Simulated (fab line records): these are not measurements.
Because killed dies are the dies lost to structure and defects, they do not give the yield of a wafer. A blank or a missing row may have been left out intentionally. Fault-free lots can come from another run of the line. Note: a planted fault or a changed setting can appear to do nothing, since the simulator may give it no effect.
fab line records	flow nandHarc	part 1 of 2: steps 1 to 26 of 40
record lots=5	wafers=15	lastDay=29
route steps=1302 shown P_STI@83 P_GATE@110
lots with no fault: from the same line, run without faults
startH: hours from the record's first day to the start of the lot's first wafer shown	waitH: time in hours since the lot's previous step	" same as the row above	L1.1+2: a row that stands for several wafers	- no value present, or no start provided	* or withheld: withheld	< > ~ a bound
route shown NAME@n: a module of which the file shows steps, and the number in the route of the first	usual: mean/standard deviation of fault-free wafers	same: alike in all rows	chamber/n: place in a boat	sites: the reading at each site	_std_site: how widely they spread, as a standard deviation	_edge_site: the outer-site mean with the inner-site mean subtracted	radiusMm: for every site, how far away it sits from the centre of the wafer	mask NAME#n: copy n	behind: the last tool/chamber to shape the wafer	hold: reason for holding the lot/hours on hold/outcome of the hold	device: which transistor (n, p or np) failed to switch	end of line: the tests these same wafers got at the end of their route	step lacking rows: just its recipe	killed: at the first sort, the dies lost to defects and structure; wafer yield is something else	map: a wafer's dies, x killed, . not, _ none there
set.NAME: the setting as run; set.NAME@STEP: as run at that earlier step	model.NAME: the simulator's own value behind a step, which no gauge read
lots seen at some steps along the route; tables by step, rows by wafer
services: a tool's chamber out of use, with start hour (startH, from the record's first day; less than 0 if before it), hours out, and reason
## steps
# step NHARC_P_STI_CD_MEAS_09
# recipe targetCdNm=200	landingEnergyEv=500
# usual cdNm=201.5/1.9
lot.wafer	tool	chamber	startH	waitH	cdNm
L076.2	cdSem-03	0	62.94	-	201.2
L076.4	"	0	"	"	199.9
L076.5	"	0	"	"	202.7
L078.3	cdSem-01	0	83.53	-	201.8
L078.4	"	0	"	"	202.3
L078.5	"	0	"	"	202.7
L079.1	cdSem-01	0	94.05	-	203.3
L079.4	"	0	"	"	198.4
L079.5	"	0	"	"	204.6
L087.2	cdSem-02	0	174.16	-	200.2
L087.3	"	0	"	"	203.0
L087.5	"	0	"	"	202.0
L088.4	cdSem-03	0	182.30	-	198.7
L088.5	"	0	"	"	200.4
L088.6	"	0	"	"	199.9
# step NHARC_P_STI_OVL_MEAS_10
# usual overlayXNm=-2/5.8	overlayYNm=-1/5.5
lot.wafer	tool	chamber	startH	waitH	overlayXNm	overlayYNm
L076.2	overlay-01	-	63.04	-	0	-8
L076.4	"	-	"	"	0	-7
L076.5	"	-	"	"	0	-7
L078.3	overlay-01	-	83.61	-	3	7
L078.4	"	-	"	"	4	7
L078.5	"	-	"	"	4	7
L079.1	overlay-02	-	94.14	-	-4	0
L079.4	"	-	"	"	-4	0
L079.5	"	-	"	"	-4	0
L087.2	overlay-01	-	174.24	-	-4	-1
L087.3	"	-	"	"	-4	-1
L087.5	"	-	"	"	-4	-2
L088.4	overlay-02	-	182.38	-	-16	1
L088.5	"	-	"	"	-16	1
L088.6	"	-	"	"	-15	1
# step NHARC_P_STI_INSPECT_11
# usual rawDefectCount=6/3.1
lot.wafer	tool	chamber	startH	waitH	rawDefectCount
L076.2	defectInspect-02	-	63.08	0.0	5
L076.4	"	-	"	"	8
L076.5	"	-	"	"	8
L078.3	defectInspect-02	-	83.65	0.0	7
L078.4	"	-	"	"	7
L078.5	"	-	"	"	14
L079.1	defectInspect-01	-	94.18	0.0	5
L079.4	"	-	"	"	2
L079.5	"	-	"	"	8
L087.2	defectInspect-01	-	174.28	0.0	6
L087.3	"	-	"	"	7
L087.5	"	-	"	"	8
L088.4	defectInspect-01	-	182.42	0.0	5
L088.5	"	-	"	"	8
L088.6	"	-	"	"	6
# step NHARC_P_STI_HARDBAKE_13
# recipe tempC=118	timeS=65
# usual plateTempC=117.97/0.14
lot.wafer	tool	chamber	startH	waitH	plateTempC
L076.2	lithoTrack-05	0	63.14	0.1	118.00
L076.4	"	0	"	"	117.89
L076.5	"	0	"	"	117.88
L078.3	lithoTrack-02	0	83.71	0.1	117.93
L078.4	"	0	"	"	117.67
L078.5	"	0	"	"	117.87
L079.1	lithoTrack-07	0	94.23	0.1	117.83
L079.4	"	0	"	"	117.88
L079.5	"	0	"	"	118.08
L087.2	lithoTrack-05	0	174.34	0.1	118.06
L087.3	"	0	"	"	118.08
L087.5	"	0	"	"	117.92
L088.4	lithoTrack-07	0	182.48	0.1	117.63
L088.5	"	0	"	"	118.13
L088.6	"	0	"	"	117.89
# step NHARC_P_STI_DESCUM_14
# recipe timeS=3	o2FlowSccm=200	arFlowSccm=0	biasPowerW=0	chemistry=O2
# usual drypumpMotorCurrentA=5.7/0.45	oesProductAu=0.999/0.0087	rfVppV=58.0/0.9	showerheadPlenumPTorr=1.96/0.068	throttleValvePct=11.311/0.0099
lot.wafer	tool	chamber	startH	waitH	drypumpMotorCurrentA	oesProductAu	rfHoursCounterH	rfVppV	showerheadPlenumPTorr	throttleValvePct
L076.2	rieDiel-06	2	63.21	-	6.1	0.999	8	59.0	2.02	11.316
L076.4	"	3	"	"	5.3	0.996	8	58.1	2.02	11.292
L076.5	"	3	"	"	5.3	0.984	-	58.0	2.02	11.313
L078.3	rieDiel-04	3	83.78	-	6.1	1.019	4	57.6	1.89	11.298
L078.4	"	0	"	"	5.1	0.991	4	56.7	2.04	11.313
L078.5	"	0	"	"	5.1	0.999	-	59.3	2.04	11.313
L079.1	rieDiel-06	0	94.31	-	6.5	1.001	12	58.5	1.85	11.296
L079.4	"	1	"	"	5.7	1.000	11	58.2	2.03	11.298
L079.5	"	1	"	"	5.7	1.006	-	58.0	2.03	11.306
L087.3	rieDiel-05	3	174.41	-	5.3	0.999	6	57.7	1.87	11.321
L087.2	"	1	"	"	6.3	0.989	5	58.1	1.95	11.326
L087.5	"	0	"	"	5.5	1.009	-	59.8	1.88	11.329
L088.4	rieDiel-05	0	182.57	-	5.5	1.001	6	59.4	1.88	11.314
L088.5	"	2	"	"	5.5	1.000	-	57.7	1.98	11.295
L088.6	"	3	"	"	5.3	0.997	-	58.3	1.87	11.322
# step NHARC_P_STI_ETCH_42
# recipe targetDepthA=800	overetchA=240	timeS=61	ionEnergyEv=200	n2FlowSccm=150	h2FlowSccm=150	arFlowSccm=0	rfW=400	biasW=150	chemistry=N2/H2
# usual drypumpMotorCurrentA=5.7/0.44	h2FlowSccm=150.0/0.46	oesProductAu=0.998/0.0087	rfVppV=432.0/2.3	showerheadPlenumPTorr=2.09/0.074	throttleValvePct=14.172/0.009
lot.wafer	tool	chamber	startH	waitH	drypumpMotorCurrentA	h2FlowSccm	oesProductAu	rfHoursCounterH	rfVppV	showerheadPlenumPTorr	throttleValvePct
L076.4	rieDiel-06	3	63.31	0.1	5.3	149.4	1.004	8	431.6	2.16	14.155
L076.2	"	0	"	"	6.5	151.5	1.003	8	426.5	1.97	14.182
L076.5	"	1	"	"	5.7	149.9	0.991	-	434.8	2.17	14.176
L078.3	rieDiel-04	1	83.88	0.1	6.2	150.4	0.997	4	434.3	2.15	14.172
L078.4	"	2	"	"	5.4	149.9	1.004	4	434.1	2.17	14.172
L078.5	"	3	"	"	6.1	150.3	1.011	-	431.3	2.01	14.171
L079.4	rieDiel-06	2	94.40	0.1	6.2	150.3	0.997	12	433.1	2.16	14.159
L079.1	"	0	"	"	6.5	150.7	1.000	12	429.1	1.97	14.169
L079.5	"	1	"	"	5.7	150.5	0.998	-	433.1	2.17	14.160
L087.2	rieDiel-05	2	174.50	0.1	5.4	149.9	0.983	7	434.2	2.12	14.178
L087.3	"	0	"	"	5.4	149.6	1.013	6	430.9	2.00	14.193
L087.5	"	1	"	"	6.3	150.3	0.997	-	431.1	2.08	14.179
L088.4	rieDiel-05	2	182.65	0.1	5.5	149.7	0.997	7	432.9	2.12	14.176
L088.5	"	3	"	"	5.3	150.6	0.998	-	429.7	1.99	14.162
L088.6	"	0	"	"	5.5	150.5	1.010	-	429.5	2.00	14.175
# step NHARC_P_STI_ETCH_31
# recipe targetDepthA=1089	timeS=54.5	cf4FlowSccm=100	chf3FlowSccm=30	arFlowSccm=0	rfW=500	biasW=200	chemistry=CF4/CHF3
# usual chf3FlowSccm=30.00/0.086	drypumpMotorCurrentA=5.7/0.44	oesProductAu=0.955/0.02	rfVppV=371.7/1.9	showerheadPlenumPTorr=1.61/0.054	throttleValvePct=16.803/0.0093
lot.wafer	tool	chamber	startH	waitH	chf3FlowSccm	drypumpMotorCurrentA	oesProductAu	rfHoursCounterH	rfVppV	showerheadPlenumPTorr	throttleValvePct
L076.2	rieDiel-06	0	-	-	30.00	6.4	0.928	8	368.6	1.52	16.815
L076.4	"	2	"	"	29.88	6.2	0.926	8	373.4	1.66	16.813
L076.5	"	0	"	"	29.82	6.5	0.928	-	368.4	1.52	16.810
L078.3	rieDiel-04	0	-	-	29.94	5.0	0.924	4	373.7	1.67	16.801
L078.4	"	3	"	"	29.85	6.1	0.941	4	369.4	1.55	16.793
L078.5	"	0	"	"	29.84	5.1	0.928	-	373.4	1.67	16.797
L079.4	rieDiel-06	0	-	-	30.18	6.5	0.961	12	368.4	1.52	16.789
L079.1	"	1	"	"	30.00	5.7	0.960	11	373.4	1.66	16.798
L079.5	"	2	"	"	29.93	6.1	0.986	-	373.2	1.66	16.799
L087.2	rieDiel-05	2	-	-	30.04	5.4	0.974	7	373.1	1.63	16.810
L087.3	"	3	"	"	30.11	5.3	0.953	6	368.4	1.54	16.804
L087.5	"	2	"	"	29.93	5.5	0.974	-	371.7	1.63	16.811
L088.4	rieDiel-05	1	-	-	30.03	6.3	0.950	5	373.0	1.60	16.796
L088.5	"	2	"	"	29.99	5.4	0.956	-	371.6	1.63	16.801
L088.6	"	3	"	"	30.01	5.3	0.958	-	370.5	1.54	16.786
# step NHARC_P_STI_ETCH_15
# recipe targetDepthA=3000	taperDeg=4	timeS=100.1	hbrFlowSccm=150	cl2FlowSccm=50	rfW=400	icpW=400	biasW=100	chemistry=HBr/Cl2
# usual drypumpMotorCurrentA=5.8/0.5	heBacksideLeakSccm=2.74/0.22	oesProductAu=1.003/0.011	throttleValvePct=26.406/0.0087
lot.wafer	tool	chamber	startH	waitH	drypumpMotorCurrentA	heBacksideLeakSccm	oesProductAu	rfHoursCounterH	throttleValvePct
L076.4	rieSi-05	0	63.52	-	6.0	2.77	1.001	0.69	26.413
L076.2	"	1	"	"	6.3	2.80	1.007	0.71	26.391
L076.5	"	2	"	"	6.0	2.52	0.999	-	26.410
L078.4	rieSi-05	2	84.06	-	6.1	2.48	1.005	0.84	26.411
L078.3	"	1	"	"	6.3	2.86	1.003	0.85	26.421
L078.5	"	3	"	"	5.1	2.75	1.002	-	26.401
L079.1	rieSi-05	3	94.59	-	5.1	2.71	1.008	0.98	26.411
L079.4	"	0	"	"	6.1	2.70	1.019	0.95	26.389
L079.5	"	0	"	"	6.1	2.53	1.005	-	26.403
L087.3	rieSi-04	0	174.72	-	5.4	2.38	0.998	0.01	26.420
L087.2	"	1	"	"	6.1	2.74	0.986	0.01	26.405
L087.5	"	3	"	"	5.7	2.74	0.999	-	26.393
L088.4	rieSi-06	0	182.87	-	6.7	2.98	1.006	0.73	26.416
L088.5	"	1	"	"	5.3	2.96	1.009	-	26.420
L088.6	"	2	"	"	5.9	2.83	1.021	-	26.394
# step NHARC_P_STI_CD_MEAS_16
# usual cdNm=200.9/2.2
lot.wafer	tool	chamber	startH	waitH	cdNm
L076.2	cdSem-02	-	63.65	-	201.7
L076.4	"	-	"	"	198.7
L076.5	"	-	"	"	203.1
L078.3	cdSem-01	-	84.22	-	201.2
L078.4	"	-	"	"	201.4
L078.5	"	-	"	"	202.8
L079.1	cdSem-01	-	94.75	-	201.1
L079.4	"	-	"	"	197.1
L079.5	"	-	"	"	201.7
L087.2	cdSem-02	-	174.85	-	199.8
L087.3	"	-	"	"	203.9
L087.5	"	-	"	"	201.5
L088.4	cdSem-03	-	183.00	-	197.9
L088.5	"	-	"	"	198.6
L088.6	"	-	"	"	200.1
# step NHARC_P_STI_OCD_MEAS_17
# usual trenchDepthNm=302/4.7	trenchFootCdNm=159.3/2.1
lot.wafer	tool	chamber	startH	waitH	trenchDepthNm	trenchFootCdNm
L076.2	ocd-01	-	63.74	0.1	305	158.7
L076.4	"	-	"	"	302	158.6
L076.5	"	-	"	"	304	160.1
L078.3	ocd-01	-	84.31	0.1	304	159.7
L078.4	"	-	"	"	304	159.6
L078.5	"	-	"	"	301	160.4
L079.1	ocd-01	-	94.84	0.1	304	160.5
L079.4	"	-	"	"	306	156.1
L079.5	"	-	"	"	308	162.2
L087.2	ocd-01	-	174.94	0.1	297	158.8
L087.3	"	-	"	"	300	161.3
L087.5	"	-	"	"	300	160.9
L088.4	ocd-02	-	183.08	0.1	304	156.4
L088.5	"	-	"	"	305	157.7
L088.6	"	-	"	"	309	157.0
# step NHARC_P_STI_STRIP_19
# recipe timeS=900	tempC=130	chemistry=SPM
lot.wafer	tool	chamber	startH	waitH
L076.5+4+2	wetBench-01	6,7,2	63.79	0.0
L078.5+3+4	wetBench-02	0,1,2	84.37	0.1
L079.1+4+5	wetBench-01	7,0,1	94.89	0.1
L087.5+2+3	wetBench-02	6,7,0	175.02	0.1
L088.6+4+5	wetBench-02	7,0,1	183.15	0.1
# step NHARC_P_STI_PRECLEAN_32
# recipe timeS=*	tempC=50	bathAgeMin=0	chemistry=SC1
lot.wafer	tool	chamber	startH	waitH
L076.5+4+2	wetBench-01	6,7,2	-	-
L078.5+3+4	wetBench-02	0,1,2	-	-
L079.1+4+5	wetBench-01	7,0,1	-	-
L087.5+2+3	wetBench-02	6,7,0	-	-
L088.6+4+5	wetBench-02	7,0,1	-	-
# step NHARC_P_STI_SRD_23
lot.wafer	tool	chamber	startH	waitH
L076.5+4+2	wetBench-01	6,7,2	-	-
L078.5+3+4	wetBench-02	0,1,2	-	-
L079.1+4+5	wetBench-01	7,0,1	-	-
L087.5+2+3	wetBench-02	6,7,0	-	-
L088.6+4+5	wetBench-02	7,0,1	-	-
# step NHARC_P_STI_OCD_MEAS_43
# usual trenchDepthNm=302/4.7	trenchFootCdNm=159.3/2.1
lot.wafer	tool	chamber	startH	waitH	trenchDepthNm	trenchFootCdNm
L076.2	ocd-01	-	64.25	-	304	159.1
L076.4	"	-	"	"	301	158.6
L076.5	"	-	"	"	304	160.4
L078.3	ocd-02	-	84.82	-	304	159.4
L078.4	"	-	"	"	304	159.6
L078.5	"	-	"	"	302	160.4
L079.1	ocd-02	-	95.43	-	304	160.5
L079.4	"	-	"	"	306	155.6
L079.5	"	-	"	"	308	161.6
L087.2	ocd-02	-	175.45	-	297	158.8
L087.3	"	-	"	"	299	160.8
L087.5	"	-	"	"	301	161.1
L088.4	ocd-01	-	183.59	-	305	155.9
L088.5	"	-	"	"	306	158.1
L088.6	"	-	"	"	308	156.7
# step NHARC_P_STI_OXIDE_33
# recipe targetThkA=100	tempC=1000	oxTimeS=281	material=SiO2
# usual spikeTcLowerC=999.7/1.2	zonePowerBottomPct=31.3/0.53
lot.wafer	tool	chamber	startH	waitH	spikeTcLowerC	zonePowerBottomPct
L076.2	furnace-03	0	67.94	3.7	998.9	32.5
L076.4	"	0	"	"	998.4	32.9
L076.5	"	0	"	"	996.6	32.8
L078.3	furnace-02	0	88.00	3.2	1002.1	31.1
L078.4	"	0	"	"	998.6	31.6
L078.5	"	0	"	"	998.5	31.1
L079.1	furnace-06	0	98.42	3.0	999.4	30.7
L079.4	"	0	"	"	997.9	31.2
L079.5	"	0	"	"	1000.8	31.2
L087.2	furnace-06	0	179.31	3.9	999.8	31.2
L087.3	"	0	"	"	999.0	30.9
L087.5	"	0	"	"	998.5	31.5
L088.4	furnace-06	0	187.19	3.6	998.7	30.6
L088.5	"	0	"	"	998.9	31.4
L088.6	"	0	"	"	999.9	30.9
# step NHARC_P_STI_HDPCVD_20
# recipe targetThkA=withheld	sigmaOpenFrac=withheld	material=SiO2
lot.wafer	tool	chamber	startH	waitH
L076.2+4+5	hdpcvd-01	0,0,1	72.64	0.4
L078.4+3+5	hdpcvd-01	0,1,0	92.85	0.6
L079.1+4+5	hdpcvd-01	0	103.07	0.4
L087.2+3+5	hdpcvd-01	0,0,1	183.95	0.4
L088.4+5+6	hdpcvd-01	0,1,0	198.25	6.8
# step NHARC_P_STI_ANNEAL_34
# recipe tempC=1000	timeS=1800
# usual spikeTcLowerC=999.3/1.1	zonePowerBottomPct=31.8/0.66
lot.wafer	tool	chamber	startH	waitH	spikeTcLowerC	zonePowerBottomPct
L076.2	furnace-06	0	76.38	3.7	1000.3	31.5
L076.4	"	0	"	"	999.5	30.8
L076.5	"	0	"	"	998.7	31.8
L078.3	furnace-03	0	96.94	3.9	997.7	32.3
L078.4	"	0	"	"	1000.2	32.3
L078.5	"	0	"	"	999.2	32.1
L079.1	furnace-03	0	107.31	4.2	998.9	32.5
L079.4	"	0	"	"	998.9	32.7
L079.5	"	0	"	"	998.9	32.9
L087.2	furnace-02	0	187.84	3.8	999.5	31.7
L087.3	"	0	"	"	1000.5	31.5
L087.5	"	0	"	"	1000.7	31.5
L088.4	furnace-03	0	203.55	5.2	999.1	32.1
L088.5	"	0	"	"	999.4	32.9
L088.6	"	0	"	"	1000.7	32.3
# step NHARC_P_STI_CMP_21
# recipe tOverpolishS=20	targetThkNm=380.67
# usual motorCurrentA=11.8/0.89	overpolishRunS=20.000/0.0098	slurryFilterDpKPa=13.51/0.15
lot.wafer	tool	chamber	startH	waitH	motorCurrentA	overpolishRunS	slurryFilterDpKPa
L076.2	cmp-03	2	81.28	0.4	12.3	20.013	13.74
L076.4	"	3	"	"	11.6	20.003	13.87
L076.5	"	1	"	"	13.0	19.998	13.57
L078.4	cmp-02	3	101.89	0.4	11.8	20.008	13.70
L078.3	"	1	"	"	10.1	19.991	13.22
L078.5	"	2	"	"	13.0	19.998	13.49
L079.4	cmp-02	0	112.19	0.4	13.0	19.977	13.38
L079.1	"	1	"	"	10.0	20.020	13.18
L079.5	"	3	"	"	11.7	20.002	13.66
L087.2	cmp-04	3	192.66	0.4	12.6	20.003	13.62
L087.3	"	0	"	"	11.1	19.997	13.67
L087.5	"	2	"	"	11.7	19.990	13.55
L088.4	cmp-03	2	208.48	0.4	12.3	19.992	13.52
L088.5	"	2	"	"	12.0	19.986	13.52
L088.6	"	3	"	"	12.0	20.011	13.56
# step NHARC_P_STI_SRD_35
lot.wafer	tool	chamber	startH	waitH
L076.4+2+5	wetBench-09	0,2,3	81.58	0.1
L078.3+5+4	wetBench-09	4,6,7	102.17	0.0
L079.4+5+1	wetBench-09	3,5,6	112.47	0.0
L087.2+5+3	wetBench-02	1,2,3	192.91	0.0
L088.6+4+5	wetBench-09	3,4,6	208.78	0.0
# step NHARC_P_STI_ETCH_36
# recipe targetDepthA=388	chemistry=dHF	material=SiO2
lot.wafer	tool	chamber	startH	waitH
L076.4+2+5	wetBench-09	0,2,3	81.60	0.0
L078.3+5+4	wetBench-09	4,6,7	102.20	0.0
L079.4+5+1	wetBench-09	3,5,6	112.50	0.0
L087.2+5+3	wetBench-02	1,2,3	192.93	0.0
L088.6+4+5	wetBench-09	3,4,6	208.80	0.0
# step NHARC_P_STI_STRIP_24
# recipe tempC=160	chemistry=H3PO4	material=Si3N4
lot.wafer	tool	chamber	startH	waitH
L076.4+2+5	wetBench-09	0,2,3	81.62	0.0
L078.3+5+4	wetBench-09	4,6,7	102.21	0.0
L079.4+5+1	wetBench-09	3,5,6	112.51	0.0
L087.2+5+3	wetBench-02	1,2,3	192.94	0.0
L088.6+4+5	wetBench-09	3,4,6	208.82	0.0
# step NHARC_P_STI_ETCH_37
# recipe targetDepthA=110	chemistry=dHF	material=SiO2
lot.wafer	tool	chamber	startH	waitH
L076.4+2+5	wetBench-09	0,2,3	-	-
L078.3+5+4	wetBench-09	4,6,7	-	-
L079.4+5+1	wetBench-09	3,5,6	-	-
L087.2+5+3	wetBench-02	1,2,3	-	-
L088.6+4+5	wetBench-09	3,4,6	-	-
# step NHARC_P_STI_PRECLEAN_38
# recipe timeS=*	tempC=50	bathAgeMin=0	chemistry=SC1
lot.wafer	tool	chamber	startH	waitH
L076.4+2+5	wetBench-09	0,2,3	-	-
L078.3+5+4	wetBench-09	4,6,7	-	-
L079.4+5+1	wetBench-09	3,5,6	-	-
L087.2+5+3	wetBench-02	1,2,3	-	-
L088.6+4+5	wetBench-09	3,4,6	-	-
# step NHARC_P_STI_SRD_39
lot.wafer	tool	chamber	startH	waitH
L076.4+2+5	wetBench-09	0,2,3	-	-
L078.3+5+4	wetBench-09	4,6,7	-	-
L079.4+5+1	wetBench-09	3,5,6	-	-
L087.2+5+3	wetBench-02	1,2,3	-	-
L088.6+4+5	wetBench-09	3,4,6	-	-
# step NHARC_P_STI_OXIDE_40
# recipe targetThkA=100	tempC=900	oxTimeS=1362	material=SiO2
# usual spikeTcLowerC=899.2/1.1	zonePowerBottomPct=24.8/0.42
lot.wafer	tool	chamber	startH	waitH	spikeTcLowerC	zonePowerBottomPct
L076.2	furnace-06	0	85.25	-	898.5	24.7
L076.4	"	0	"	"	898.6	24.5
L076.5	"	0	"	"	899.0	25.1
L078.3	furnace-06	0	105.64	-	899.7	24.8
L078.4	"	0	"	"	899.2	24.5
L078.5	"	0	"	"	899.8	24.5
L079.1	furnace-06	0	115.87	-	898.0	24.5
L079.4	"	0	"	"	898.1	24.6
L079.5	"	0	"	"	898.4	24.9
L087.2	furnace-02	0	196.51	-	901.7	24.6
L087.3	"	0	"	"	900.4	24.2
L087.5	"	0	"	"	900.8	24.6
L088.4	furnace-03	0	212.88	-	897.5	25.2
L088.5	"	0	"	"	899.7	25.9
L088.6	"	0	"	"	898.7	25.6
# step NHARC_P_STI_INSPECT_25
# usual rawDefectCount=235/96
lot.wafer	tool	chamber	startH	waitH	rawDefectCount
L076.2	defectInspect-02	-	89.34	0.4	178
L076.4	"	-	"	"	168
L076.5	"	-	"	"	247
L078.3	defectInspect-01	-	109.69	0.4	178
L078.4	"	-	"	"	283
L078.5	"	-	"	"	305
L079.1	defectInspect-01	-	119.90	0.4	386
L079.4	"	-	"	"	193
L079.5	"	-	"	"	212
L087.2	defectInspect-01	-	200.61	0.4	282
L087.3	"	-	"	"	130
L087.5	"	-	"	"	216
L088.4	defectInspect-02	-	216.96	0.4	290
L088.5	"	-	"	"	162
L088.6	"	-	"	"	174
